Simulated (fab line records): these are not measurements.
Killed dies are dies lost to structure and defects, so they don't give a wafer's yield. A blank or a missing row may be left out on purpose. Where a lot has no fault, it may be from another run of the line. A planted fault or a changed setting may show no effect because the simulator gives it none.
Matching of chambers | flow n5 finfet | N5_SD_EPI_N_ETCHBACK_44 on rie diel-05 has 4 sister chambers
The step etches SiNx in CH3F/O2, stops on SiO2, target depth 14.5 nm. 4 wafers are shown with their chamber, then 8 later ones without.

## WAFERS PAIRED WITH THEIR CHAMBERS
wafer  | chamber | showerhead plenum p Torr (Torr)
L082.4 | 0       | 1.90
L083.1 | 3       | 2.00
L083.4 | 1       | 2.06
L086.2 | 2       | 2.01

## WAFERS WITHOUT THEIR CHAMBER
wafer  | showerhead plenum p Torr (Torr)
L086.4 | 1.90
L086.6 | 2.01
L091.1 | 1.99
L091.2 | 2.01
L091.6 | 1.99
L096.4 | 1.99
L096.5 | 2.06
L096.6 | 1.89

## WHICH CHAMBER EACH ONE RAN IN
wafer  | from the rows above     | in truth
L086.4 | 0                       | 0
L086.6 | can't be placed: 2 or 3 | 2
L091.1 | can't be placed: 3 or 2 | 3
L091.2 | can't be placed: 2 or 3 | 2
L091.6 | can't be placed: 3 or 2 | 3
L096.4 | can't be placed: 3 or 2 | 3
L096.5 | 1                       | 1
L096.6 | 0                       | 0
3 of 8 placed correctly. Not placeable from these rows: 5 (in 5, the candidates include the true chamber). Wrongly placed: 0.
How it was worked out, from the rows above alone: a wafer's distance from a chamber is the root of the sum, over the readings, of the square of ((its reading less the chamber's mean) divided by the reading's scatter). The wafer belongs to the nearest chamber; if the next one is less than 2 further off, it can't be placed. Each chamber's mean is taken over the wafers shown for it. The scatter: root of mean squared gap, hidden wafer to nearest shown wafer, with one shown wafer a chamber.
